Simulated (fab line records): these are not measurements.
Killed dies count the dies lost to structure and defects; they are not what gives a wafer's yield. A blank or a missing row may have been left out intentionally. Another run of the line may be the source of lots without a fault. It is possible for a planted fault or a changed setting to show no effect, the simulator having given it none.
Split-lot study -- flow n5-finfet -- route with 1938 steps; 7 lots, 39 wafers read

== SPLIT DETAILS ==
At N5_BEOL_M6_ETCH_62 (etches SOC in N2/H2, target depth 110 nm, overetch 22 nm, time 165 s), the setting time-s was moved away from the recipe's 165 s on 18 of the 39 wafers read, by -50.7% to +59.7%. For the rest of the wafers, this setting stayed at what the recipe calls for.

The reading comes from the split's own step.

== THE READING ==
SiARC_of_BEOL_M6_COAT_60.thk-nm (the simulator's own value, which no gauge read), in nm, at N5_BEOL_M6_ETCH_62 (etches SOC in N2/H2, target depth 110 nm, overetch 22 nm, time 165 s). No usual value for it is given in the file. Average 28.3 nm, standard deviation 0.2 nm, over the 21 wafers here run with the recipe.

wafer,"tool, chamber at the split","time-s as run, s",against the recipe,"SiARC_of_BEOL_M6_COAT_60.thk-nm, nm",against lot-mates on the recipe
L081.1,"rie-diel-03, 2,3",165,recipe,28,-
L081.4,"rie-diel-03, 2,3",165,recipe,28,-
L081.2,"rie-diel-03, 3,0,0",240.7,+45.9%,24.8,-3.3
L081.3,"rie-diel-03, 3,0,0",240.7,+45.9%,24.8,-3.3
L081.6,"rie-diel-03, 3,0,0",240.7,+45.9%,24.8,-3.3
L081.5,"rie-diel-03, 2",165,recipe,28.2,-
L086.1,"rie-diel-04, 3",165,recipe,28.4,-
L086.2,"rie-diel-04, 1",165,recipe,28.2,-
L086.3,"rie-diel-04, 0",263.5,+59.7%,24.8,-3.6
L086.4,"rie-diel-04, 2",165,recipe,28.6,-
L086.5,"rie-diel-04, 1",263.5,+59.7%,24.2,-4.2
L086.6,"rie-diel-04, 0",263.5,+59.7%,25,-3.4
L090.1,"rie-diel-04, 3",165,recipe,28.2,-
L090.2,"rie-diel-04, 0",197.6,+19.8%,26.6,-1.5
L090.3,"rie-diel-04, 1",165,recipe,28,-
L090.6,"rie-diel-04, 1",165,recipe,28,-
L090.4,"rie-diel-04, 2",197.6,+19.8%,27.2,-0.9
L090.5,"rie-diel-04, 2",197.6,+19.8%,27.2,-0.9
L092.1,"rie-diel-02, 2",165,recipe,28.6,-
L092.3,"rie-diel-02, 1",165,recipe,28.2,-
L092.4,"rie-diel-02, 2",165,recipe,28.4,-
L095.1,"rie-diel-02, 1",165,recipe,28.2,-
L095.2,"rie-diel-02, 2",165,recipe,28.6,-
L095.3,"rie-diel-02, 0,2",124.5,-24.5%,30,+1.6
L095.5,"rie-diel-02, 0,2",124.5,-24.5%,30,+1.6
L095.4,"rie-diel-02, 1",165,recipe,28.4,-
L095.6,"rie-diel-02, 0",124.5,-24.5%,29.8,+1.4
L096.1,"rie-diel-02, 3,0",165,recipe,28.4,-
L096.4,"rie-diel-02, 3,0",165,recipe,28.4,-
L096.2,"rie-diel-02, 2,0",81.35,-50.7%,31.8,+3.5
L096.6,"rie-diel-02, 2,0",81.35,-50.7%,31.8,+3.5
L096.3,"rie-diel-02, 1",81.35,-50.7%,31.6,+3.3
L096.5,"rie-diel-02, 3",165,recipe,28.2,-
L097.1,"rie-diel-04, 2",165,recipe,28.6,-
L097.2,"rie-diel-04, 0",165,recipe,28.2,-
L097.3,"rie-diel-04, 3",251.8,+52.6%,25,-3.4
L097.4,"rie-diel-04, 1",165,recipe,28.4,-
L097.5,"rie-diel-04, 1",251.8,+52.6%,24.6,-3.8
L097.6,"rie-diel-04, 0",251.8,+52.6%,24.8,-3.6
Rows listing several chambers each stand for several wafers; the file does not say which wafer went through which chamber.

THE FIT
A straight line over all 39 wafers: SiARC_of_BEOL_M6_COAT_60.thk-nm changes by -0.0668 nm for each +1% of time-s; r = -0.99; the points scatter about the line by 0.26 nm.
The same after taking each lot's own level away (the mean of its wafers on the recipe; 39 wafers): -0.0661 nm for each +1%; r = -0.99; scatter 0.21 nm.
Per that fit: largest time-s move, reading shift of 3.9 nm.
The span of the lots' own levels, 28.07 to 28.40 nm, comes to 1.7 times the standard deviation stated above.
Consequently the slope shifts little with the lot-to-lot level, the two slopes agreeing.
Check: for one of the wafers moved furthest among these (+59.7%), held out of the fit, the line's prediction against its lot-mates is -3.98 nm. It came out at -3.6 nm against them.

== OTHER SPLITS ON THESE WAFERS ==
Note: prior to the reading, these wafers also went through further splits. Each is held against what the fit with the lots' levels taken away leaves over:
other split on the same wafers,wafers away from the commonest value,r with SiARC_of_BEOL_M6_COAT_60.thk-nm (lot level and that fit taken away)
N5_BEOL_M5_HM_DEP_02 target-thk-a,12,-0.15

== THE WHOLE CHAIN: every reading that the file lists as answering this split, in the file's order ==
step,what it does,reading,change (the file's fit),r (the file's)
N5_BEOL_M6_ETCH_62,"etches SOC in N2/H2, target depth 110 nm, overetch 22 nm, time 165 s","SiARC_of_BEOL_M6_COAT_60.thk-nm (the simulator's own value, which no gauge read)",-0.0661 nm for each +1% of the setting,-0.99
N5_BEOL_M6_HM_OPEN_17,"chemistry Cl2/BCl3, target TiN, target depth 20 nm, overetch 6 nm","etch.depth-nm (the simulator's own value, which no gauge read)","not straight: 20.09 at the lowest setting, 20.05 at the recipe, 10.42 at the highest",not given

== FILE'S OWN FIT ==
SiARC_of_BEOL_M6_COAT_60.thk-nm changes by -0.0661 nm for each +1% of time-s, r = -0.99.
